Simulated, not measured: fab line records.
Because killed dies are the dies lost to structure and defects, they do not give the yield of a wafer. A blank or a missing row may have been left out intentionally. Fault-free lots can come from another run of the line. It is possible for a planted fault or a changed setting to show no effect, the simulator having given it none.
Struck lot and sound lot, side by side :: flow nand_harc :: 43 steps out of a route of 1302
Sound: these wafers, L889.2, L889.3, L889.6. Struck: wafer L902.6. (L902.4, L902.5 of the same lot were not struck and are left out.) The cause comes at the end.
Each step with rows lists, per side, the tool, then ch with its chambers, then its first start. Under that, the readings that differ: sound wafers :: struck wafers :: difference of the means :: sigmas: that difference in standard deviations of wafers without a fault.
alike: readings whose means differ by less than 2 such deviations, and words and numbers that are the same on both sides. not compared: withheld readings, readings that some wafer has no value for, bounds like >300 that may hide the same value, and numbers for which the record gives no deviation and whose values overlap.
A row with sigmas, a row that says differs or no value, or rows on one side alone: a step with any of these is where the two part. Numbers that don't overlap but have no deviation are shown without sigmas and don't part them. A reading missing from all wafers of one side parts the sides only when that side holds two or more wafers.

NHARC_A_CONTACT_INSPECT_44:
  sound on defect_inspect-02, day 23 12:31; struck on defect_inspect-02, day 28 14:55
  alike: raw_defect_count
then, 2 steps without rows for these wafers: NHARC_A_CONTACT_DESCUM_47 (chemistry O2, time 3 s); NHARC_A_CONTACT_ETCH_48 (etches the open film in CF4, target depth 39 nm, time 65 s).
NHARC_A_CONTACT_ETCH_49: etches the open film in N2/H2, target depth 260 nm, time 475.3 s.
  sound on rie_diel-03 ch 0,2,3; struck on rie_diel-02 ch 0
reading: rf_vpp_V (V)
sound: 428.8 427.4 429.7
struck: 433.3
difference: +4.7
sigmas: +2

reading: throttle_valve_pct (%)
sound: 14.172 14.172 14.167
struck: 14.195
difference: +0.025
sigmas: +3
  alike: drypump_motor_current_A, oes_product_au, showerhead_plenum_p_Torr
  not compared: rf_hours_counter_h
then, 1 step without rows for these wafers: NHARC_A_CONTACT_ETCH_50 (etches the open film in CF4/CHF3, target depth 121 nm, time 60.5 s).
NHARC_A_CONTACT_ETCH_51: etches the open film in O2/COS, target depth 7000 nm, time 1820 s.
  sound on rie_diel-03 ch 0,3; struck on rie_diel-02 ch 2
  alike: drypump_motor_current_A, oes_product_au, rf_vpp_V, showerhead_plenum_p_Torr, throttle_valve_pct
  not compared: rf_hours_counter_h
then, 6 steps without rows for these wafers: NHARC_A_CONTACT_ETCH_111 (etches the open film in C4F8/O2/Ar, time 140 s, target depth 700 nm); NHARC_A_CONTACT_ETCH_112 (etches the open film in C4F8/O2/Ar, time 190 s, target depth 1850 nm); NHARC_A_CONTACT_ETCH_113 (etches the open film in C4F8/O2/Ar, time 190 s, target depth 1850 nm); NHARC_A_CONTACT_ETCH_114 (etches the open film in C4F8/O2/Ar, time 190 s, target depth 1850 nm); NHARC_A_CONTACT_ETCH_115 (etches the open film in C4F8/O2/Ar, time 190 s, target depth 1850 nm); NHARC_A_CONTACT_ETCH_116 (etches the open film in C4F8/O2/Ar, time 190 s, target depth 1850 nm).
NHARC_A_CONTACT_ETCH_117: etches the open film in C4F8/O2/Ar, time 190 s, target depth 1850 nm.
  sound on har_cap_etch-02 ch 0,1, day 23 15:53; struck on har_cap_etch-02 ch 0, day 28 18:08
  not compared: rf_hours_counter_h
then, 4 steps without rows for these wafers: NHARC_A_CONTACT_ETCH_118 (etches the open film in C4F8/O2/Ar, time 190 s, target depth 1850 nm); NHARC_A_CONTACT_ETCH_119 (etches the open film in C4F8/O2/Ar, time 190 s, target depth 1850 nm); NHARC_A_CONTACT_ETCH_120 (etches the open film in C4F8/O2/Ar, time 190 s, target depth 1850 nm); NHARC_A_CONTACT_ETCH_121 (etches the open film in C4F8/O2/Ar, time 190 s, target depth 1850 nm).
NHARC_A_CONTACT_ETCH_122: etches the open film in C4F8/O2/Ar, time 190 s, target depth 1850 nm.
  sound on har_cap_etch-02 ch 0,1, day 23 16:45; struck on har_cap_etch-02 ch 0, day 28 18:59
  not compared: rf_hours_counter_h
then, 3 steps without rows for these wafers: NHARC_A_CONTACT_ETCH_123 (etches the open film in C4F8/O2/Ar, time 490 s, target depth 2110 nm); NHARC_A_CONTACT_ETCH_90 (etches the open film in CH3F/O2, target depth 40 nm, time 85.7 s); NHARC_A_CONTACT_ETCH_96 (etches the open film in C4F6/O2, target depth 20 nm, time 10 s).
NHARC_A_CONTACT_CD_MEAS_53:
  sound on cd_sem-03, day 23 18:05; struck on cd_sem-02, day 28 20:19
  alike: cd_nm
then, 4 steps without rows for these wafers: NHARC_A_CONTACT_STRIP_99 (strips in N2/H2); NHARC_A_CONTACT_STRIP_100 (strips in CF4/CHF3); NHARC_A_CONTACT_STRIP_101 (strips in O2/COS); NHARC_A_CONTACT_ETCH_102 (etches the open film in CF4/O2, target depth 100 nm, overetch 10 nm, time 55 s).
NHARC_A_CONTACT_STRIP_55: strips in O2.
  sound on rie_diel-03 ch 0,1; struck on rie_diel-12 ch 0
reading: rf_vpp_V (V)
sound: 58.0 57.1 57.3
struck: 59.7
difference: +2.2
sigmas: +2
  alike: drypump_motor_current_A, oes_product_au, showerhead_plenum_p_Torr, throttle_valve_pct
  not compared: rf_hours_counter_h
then, 2 steps without rows for these wafers: NHARC_A_CONTACT_STRIP_56 (strips in post etch residue remover, time 600 s); NHARC_A_CONTACT_DEP_57 (deposits aC, target thk 5300 nm).
NHARC_A_CONTACT_DEP_58: deposits SiON, target thk 90 nm.
  sound on pecvd-04 ch 0,1, day 23 22:19; struck on pecvd-04 ch 0, day 29 02:52
  alike: heater_power_w
then, 10 steps without rows for these wafers: NHARC_A_CONTACT_DEHYDRATE_59 (time 120 s); NHARC_A_CONTACT_HMDS_60 (time 30 s); NHARC_A_CONTACT_COAT_61 (time 75 s); NHARC_A_CONTACT_COAT_62 (time 65 s); NHARC_A_CONTACT_COAT_63 (resist thk 90 nm); NHARC_A_CONTACT_SOFTBAKE_64 (time 55 s); NHARC_A_CONTACT_EBR_65; NHARC_A_CONTACT_EXPOSE_66 (exposes mask A CC 2); NHARC_A_CONTACT_PEB_67 (peb time 65 s); NHARC_A_CONTACT_DEVELOP_68 (develop time 35 s).
NHARC_A_CONTACT_CD_MEAS_69: the cd target is 300 nm.
  sound on cd_sem-03 ch 0, day 23 22:53; struck on cd_sem-03 ch 0, day 29 03:23
  alike: cd_nm
NHARC_A_CONTACT_OVL_MEAS_70:
  sound on overlay-01, day 23 22:58; struck on overlay-01, day 29 03:28
  alike: overlay_x_nm, overlay_y_nm
-- the record jumps here: 3 days lie between the struck wafers' starts before and after (it left off in module A_CONTACT and takes up again in module END, whose first step shown is number 1302 of the route) --
NHARC_END_SORT_01:
  only the struck wafers appear in the record here, on prober-02 ch 0 at day 31 21:56; the sound ones have no rows

WHERE THEY PART
Earliest at NHARC_A_CONTACT_ETCH_49; latest, in this record, at NHARC_END_SORT_01.

WHY: whatever the simulator had introduced
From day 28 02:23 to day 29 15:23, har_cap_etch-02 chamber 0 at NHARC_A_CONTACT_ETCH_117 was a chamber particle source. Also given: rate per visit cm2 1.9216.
